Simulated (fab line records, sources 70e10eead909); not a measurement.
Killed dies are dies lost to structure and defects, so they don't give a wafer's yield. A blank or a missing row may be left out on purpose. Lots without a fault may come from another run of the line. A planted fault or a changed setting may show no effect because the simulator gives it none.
fab line records | flow nand_harc | part 2 of 2: steps 4 to 6 of 6
record lots=23 wafers=69 last_day=25
route steps=1159 shown A_STAIRCASE@691 A_SGD_CUT@761 A_SLIT@797 A_WL_FILL@811
lots that met no fault: from a run of the same line without faults
start_h: hours from the record's first day to the start of the lot's first wafer shown | wait_h: hours since the lot's step before | " the same as in the row above | L1.1+2: a row that stands for several wafers | - no value, or no start given | * or withheld: withheld | < > ~ a bound
route shown NAME@n: a module of which the file shows steps, and the number in the route of the first | usual: mean/standard deviation of fault-free wafers | same: alike in all rows | chamber/n: place in a boat | sites: the reading at each site | _std_site: their standard deviation | _edge_site: outer sites' mean less inner sites' | radius_mm: how far each site lies from the wafer's centre | mask NAME#n: copy n | behind: the tool/chamber that last shaped the wafer | hold: why the lot was held/for how many hours/how that ended | device: the transistor (n, p or np) that didn't switch | end of line: the same wafers' tests at the end of the route | a step without rows: its recipe alone | killed: dies lost to structure and defects at the first sort, not the wafer's yield | map: a wafer's dies, x killed, . not, _ none there
set.NAME: the setting as run; set.NAME@STEP: as run at that earlier step | model.NAME: the simulator's own value behind a step, which no gauge read
steps of the route over a sample of lots; a table a step, a row a wafer
services: from which hour (start_h, from the record's first day; less than 0 if before it) a tool's chamber was out of use, for how many hours, and why
## steps
# step NHARC_A_SLIT_ETCH_26
# recipe bias_v=400 source_w=2000 pressure_mtorr=25 time_s=90 ar_flow_sccm=375 c4f8_flow_sccm=41.7 o2_flow_sccm=83.3 target_depth_a=4000 chemistry=C4F8/O2/Ar
# usual drypump_motor_current_A=5.31/0.19 showerhead_plenum_p_Torr=3.74/0.14 throttle_valve_pct=27.620/0.0094
# columns lot.wafer tool chamber start_h wait_h drypump_motor_current_A rf_hours_counter_h showerhead_plenum_p_Torr throttle_valve_pct
L074.1 har_etch-02 1 321.19 1.0 5.21 172 3.54 27.618
L074.3 " 0 " " 5.12 - 3.88 27.606
L074.6 " 0 " " 5.11 - 3.88 27.618
L075.2 har_etch-02 1 322.84 1.2 5.23 174 3.54 27.638
L075.3 " 1 " " 5.24 - 3.54 27.619
L075.6 " 1 " " 5.21 - 3.54 27.604
L077.1 har_etch-01 0 329.31 1.0 5.64 5 3.83 27.616
L077.5 " 1 " " 5.39 - 3.83 27.625
L077.6 " 0 " " 5.65 - 3.83 27.625
L076.1 har_etch-02 0 330.02 1.0 5.11 179 3.88 27.622
L076.4 " 0 " " 5.12 - 3.88 27.631
L076.5 " 1 " " 5.21 - 3.54 27.618
L079.1 har_etch-02 1 345.38 1.2 5.22 185 3.53 27.614
L079.4 " 0 " " 5.13 - 3.87 27.623
L079.6 " 0 " " 5.13 - 3.87 27.635
L078.1 har_etch-01 0 345.83 1.0 5.65 15 3.83 27.620
L078.4 " 0 " " 5.64 - 3.83 27.619
L078.6 " 1 " " 5.38 - 3.83 27.641
L081.1 har_etch-02 0 370.35 1.0 5.13 194 3.87 27.613
L081.3 " 1 " " 5.22 - 3.53 27.625
L081.4 " 0 " " 5.13 - 3.87 27.615
L080.2 har_etch-01 0 370.83 1.0 5.62 24 3.82 27.601
L080.4 " 1 " " 5.40 - 3.82 27.639
L080.6 " 0 " " 5.64 - 3.82 27.619
L082.1 har_etch-02 1 384.42 1.2 5.20 203 3.52 27.626
L082.2 " 0 " " 5.13 203 3.86 27.636
L082.4 " 1 " " 5.17 - 3.52 27.605
L084.3 har_etch-01 1 384.49 0.8 5.42 - 3.82 27.605
L084.5 " 1 " " 5.45 - 3.82 27.622
L084.6 " 0 " " 5.62 - 3.82 27.612
L085.3 har_etch-02 1 386.13 0.8 5.21 - 3.52 27.606
L085.4 " 0 " " 5.12 - 3.86 27.621
L085.5 " 1 " " 5.21 - 3.52 27.631
L083.1 har_etch-01 1 386.35 1.0 5.39 31 3.82 27.623
L083.3 " 1 " " 5.38 - 3.82 27.615
L083.6 " 1 " " 5.41 - 3.82 27.628
L087.2 har_etch-02 1 399.39 1.2 5.20 210 3.52 27.620
L087.1 " 0 " " 5.14 210 3.86 27.621
L087.6 " 1 " " 5.17 - 3.52 27.615
L089.2 har_etch-02 1 408.79 1.3 5.18 212 3.52 27.622
L089.1 " 0 " " 5.13 212 3.86 27.605
L089.5 " 0 " " 5.13 - 3.86 27.613
L086.1 har_etch-01 1 408.99 1.2 5.34 40 3.81 27.633
L086.4 " 0 " " 5.65 - 3.81 27.612
L086.6 " 0 " " 5.65 - 3.81 27.628
L088.1 har_etch-02 0 410.48 1.3 5.12 213 3.86 27.616
L088.3 " 1 " " 5.21 - 3.52 27.610
L088.5 " 1 " " 5.23 - 3.52 27.625
L092.1 har_etch-01 1 420.84 1.2 5.38 47 3.81 27.613
L092.6 " 1 " " 5.40 - 3.81 27.643
L092.5 " 0 " " 5.63 - 3.81 27.608
L090.1 har_etch-02 0 421.69 1.2 5.12 219 3.85 27.610
L090.2 " 1 " " 5.18 219 3.52 27.624
L090.4 " 1 " " 5.16 - 3.52 27.616
L093.2 har_etch-02 1 437.83 1.3 5.18 224 3.51 27.613
L093.1 " 0 " " 5.14 224 3.85 27.640
L093.3 " 1 " " 5.22 - 3.51 27.603
L094.4 har_etch-02 0 439.56 0.8 5.12 - 3.85 27.608
L094.3 " 1 " " 5.24 - 3.51 27.620
L094.6 " 1 " " 5.24 - 3.51 27.617
L096.2 har_etch-01 0 447.05 1.0 5.62 56 3.80 27.608
L096.4 " 1 " " 5.41 - 3.81 27.641
L096.5 " 1 " " 5.42 - 3.81 27.637
L095.1 har_etch-02 0 447.95 1.3 5.12 231 3.85 27.619
L095.2 " 1 " " 5.22 231 3.51 27.618
L095.6 " 0 " " 5.15 - 3.85 27.618
L097.1 har_etch-01 1 469.49 1.0 5.34 63 3.80 27.626
L097.3 " 1 " " 5.36 - 3.80 27.620
L097.6 " 1 " " 5.39 - 3.80 27.606
# step NHARC_A_WL_FILL_ALD_02
# recipe target_thk_a=20 pulse_time_s=3 ald_cycles=100 temp_c=450 material=TiN
# usual heater_power_w=1073/82 precursor_pulse_height_rel=1.001/0.019
# columns lot.wafer tool chamber start_h wait_h heater_power_w precursor_pulse_height_rel
L075.2 ald_metal-02 1 330.93 0.2 1181 1.025
L075.3 " 0 " " 1108 0.982
L075.6 " 1 " " 1158 0.964
L074.1 ald_metal-01 2 331.16 0.2 1105 1.024
L074.3 " 0 " " 1042 0.990
L074.6 " 2 " " 1119 1.030
L077.1 ald_metal-03 2 338.58 0.2 953 1.005
L077.6 " 2 " " 952 0.991
L077.5 " 0 " " 1013 1.014
L076.1 ald_metal-02 0 338.75 0.2 1100 1.013
L076.4 " 2 " " 1074 0.998
L076.5 " 0 " " 1096 0.997
L079.1 ald_metal-01 0 354.72 0.2 1040 0.982
L079.4 " 2 " " 1147 0.999
L079.6 " 1 " " 1243 0.989
L078.4 ald_metal-02 2 354.73 0.1 1051 1.015
L078.1 " 1 " " 1161 0.968
L078.6 " 3 " " 1018 0.964
L081.3 ald_metal-02 1 379.80 0.1 1147 1.001
L081.4 " 2 " " 1123 0.998
L081.1 " 0 " " 1065 0.986
L080.2 ald_metal-01 1 379.85 0.2 1244 0.999
L080.4 " 2 " " 1105 1.006
L080.6 " 0 " " 1036 0.982
L082.2 ald_metal-01 2 393.97 0.2 1127 1.023
L082.1 " 3 " " 996 1.009
L082.4 " 2 " " 1140 1.005
L084.3 ald_metal-03 3 394.12 0.2 968 1.007
L084.5 " 2 " " 966 1.013
L084.6 " 3 " " 961 1.013
L083.3 ald_metal-02 3 394.25 0.1 1018 0.977
L083.1 " 0 " " 1071 0.989
L083.6 " 0 " " 1067 0.988
L085.3 ald_metal-01 3 394.51 0.2 1004 1.063
L085.4 " 0 " " 1063 1.002
L085.5 " 2 " " 1114 1.031
L087.1 ald_metal-03 3 413.95 0.2 962 1.023
L087.2 " 0 " " 1032 1.026
L087.6 " 2 " " 972 0.979
L089.1 ald_metal-03 1 418.20 0.2 1043 0.992
L089.2 " 2 " " 961 1.033
L089.5 " 1 " " 1014 1.010
L088.1 ald_metal-01 3 418.37 0.2 1018 1.016
L088.3 " 2 " " 1123 1.006
L088.5 " 0 " " 1036 1.000
L086.1 ald_metal-02 0 418.71 0.2 1046 1.005
L086.4 " 2 " " 1113 0.998
L086.6 " 0 " " 1087 0.978
L092.1 ald_metal-01 3 428.73 0.3 1026 1.010
L092.5 " 0 " " 1046 1.027
L092.6 " 1 " " 1243 0.992
L090.4 ald_metal-03 0 428.79 0.1 1015 0.999
L090.2 " 1 " " 1084 1.002
L090.1 " 3 " " 997 0.970
L094.3 ald_metal-01 3 448.41 0.2 1035 1.002
L094.6 " 1 " " 1252 0.974
L094.4 " 3 " " 1060 1.028
L093.1 ald_metal-03 0 448.51 0.2 1015 1.033
L093.3 " 1 " " 1042 0.991
L093.2 " 2 " " 974 0.998
L096.4 ald_metal-01 0 456.46 0.1 1018 0.991
L096.2 " 3 " " 1022 0.988
L096.5 " 1 " " 1250 0.989
L095.2 ald_metal-02 0 456.51 0.2 1094 1.005
L095.1 " 1 " " 1136 1.007
L095.6 " 0 " " 1079 1.023
L097.3 ald_metal-01 1 479.04 0.2 1282 1.022
L097.1 " 3 " " 1072 0.974
L097.6 " 1 " " 1273 0.986
# step NHARC_A_WL_FILL_ETCHBACK_05
# recipe target_depth_a=220 time_s=60 temp_c=40 chemistry=Cl2/BCl3
# usual drypump_motor_current_A=5.69/0.29 oes_product_au=1.003/0.009
# columns lot.wafer tool chamber start_h wait_h drypump_motor_current_A oes_product_au rf_hours_counter_h
L074.1 rie_metal-02 0 338.64 0.2 5.86 1.007 3.8
L074.3 " 0 " " 5.87 1.008 -
L074.6 " 0 " " 5.88 1.012 -
L075.2 rie_metal-03 1 338.97 0.4 5.36 0.994 -
L075.3 " 1 " " 5.42 0.998 -
L075.6 " 1 " " 5.39 0.999 -
L077.1 rie_metal-01 0 343.38 0.2 5.95 1.002 0.1
L077.6 " 0 " " 5.96 0.997 -
L077.5 " 1 " " 5.98 1.014 -
L076.1 rie_metal-02 0 343.50 0.2 5.89 1.004 4.3
L076.4 " 0 " " 5.90 1.008 -
L076.5 " 0 " " 5.86 1.004 -
L079.1 rie_metal-03 0 362.39 0.2 5.23 1.012 1.1
L079.4 " 0 " " 5.22 0.999 -
L079.6 " 1 " " 5.38 1.005 -
L078.1 rie_metal-02 1 362.50 0.2 5.38 0.981 5.0
L078.4 " 1 " " 5.39 0.991 -
L078.6 " 0 " " 5.89 0.998 -
L081.1 rie_metal-02 0 386.92 0.2 5.85 0.998 5.5
L081.4 " 0 " " 5.89 0.995 -
L081.3 " 1 " " 5.37 0.991 -
L080.2 rie_metal-01 0 389.78 0.2 5.94 1.000 1.7
L080.4 " 1 " " 5.97 0.993 -
L080.6 " 0 " " 5.94 1.000 -
L082.1 rie_metal-01 0 399.55 0.2 5.97 1.002 2.0
L082.2 " 1 " " 5.97 1.001 2.0
L082.4 " 0 " " 5.97 0.994 -
L084.3 rie_metal-03 0 400.18 0.2 5.28 1.007 -
L084.5 " 0 " " 5.25 1.009 -
L084.6 " 1 " " 5.43 1.011 -
L083.1 rie_metal-02 0 402.66 0.4 5.85 1.015 0.4
L083.3 " 0 " " 5.87 1.018 -
L083.6 " 0 " " 5.86 1.009 -
L085.4 rie_metal-01 0 403.50 0.2 5.94 1.009 -
L085.3 " 1 " " 5.98 1.000 -
L085.5 " 0 " " 5.95 1.011 -
L087.2 rie_metal-03 0 417.86 0.2 5.28 1.012 2.4
L087.1 " 1 " " 5.39 0.999 4.2
L087.6 " 0 " " 5.27 1.022 -
L089.2 rie_metal-02 0 422.21 0.2 5.86 1.008 1.2
L089.1 " 1 " " 5.34 0.997 0.3
L089.5 " 0 " " 5.88 1.003 -
L088.1 rie_metal-03 1 425.00 0.2 5.41 0.997 4.4
L088.3 " 1 " " 5.36 1.009 -
L088.5 " 0 " " 5.28 1.003 -
L086.1 rie_metal-01 0 425.72 0.2 5.94 1.009 2.6
L086.4 " 1 " " 5.95 1.006 -
L086.6 " 1 " " 5.95 1.009 -
L092.1 rie_metal-01 0 436.30 0.3 5.94 1.009 2.9
L092.5 " 0 " " 5.94 1.008 -
L092.6 " 1 " " 5.96 1.001 -
L090.2 rie_metal-01 0 436.84 0.2 5.92 1.002 3.1
L090.1 " 1 " " 5.96 1.003 3.1
L090.4 " 1 " " 5.98 1.007 -
L094.4 rie_metal-02 0 452.41 0.1 5.90 1.007 -
L094.3 " 1 " " 5.37 0.990 -
L094.6 " 0 " " 5.90 1.017 -
L093.1 rie_metal-01 1 453.75 0.2 5.97 1.008 3.4
L093.2 " 0 " " 5.93 1.002 3.4
L093.3 " 0 " " 5.92 1.008 -
L096.2 rie_metal-01 1 463.75 0.2 5.96 1.002 3.6
L096.4 " 1 " " 5.98 1.006 -
L096.5 " 0 " " 5.94 1.003 -
L095.1 rie_metal-03 1 465.10 0.2 5.38 1.013 0.2
L095.2 " 0 " " 5.28 1.008 0.2
L095.6 " 1 " " 5.45 1.004 -
L097.1 rie_metal-01 0 485.59 0.2 5.93 1.000 3.9
L097.3 " 1 " " 5.96 1.003 -
L097.6 " 0 " " 5.95 1.003 -
## services
# columns tool chamber start_h hours kind
rie_diel-06 - 241.27 9.0 pm
ald_metal-01 2 253.53 3.9 repair
rie_diel-01 1 255.60 2.0 repair
rie_diel-01 0 260.84 5.2 repair
har_etch-01 - 274.04 0.7 repair
ald_metal-01 - 280.00 10.0 pm
rie_diel-08 1 281.73 6.5 repair
rie_diel-08 - 301.80 9.0 pm
har_etch-01 - 305.00 17.0 pm
rie_diel-10 - 315.21 0.6 repair
rie_diel-12 3 321.36 1.9 repair
rie_diel-10 3 323.78 4.7 repair
rie_diel-08 0 326.82 7.2 repair
rie_metal-01 - 332.00 9.0 pm
ald_metal-01 2 336.62 15.9 repair
rie_diel-10 - 353.79 9.0 pm
rie_diel-12 - 355.07 0.8 repair
rie_diel-12 0 369.27 5.6 repair
rie_diel-12 - 379.43 9.0 pm
ald_metal-01 2 443.66 4.8 repair
rie_diel-08 1 456.44 8.4 repair
ald_metal-01 - 458.00 10.0 pm
rie_diel-12 3 466.63 19.6 repair
rie_diel-08 - 478.84 9.0 pm
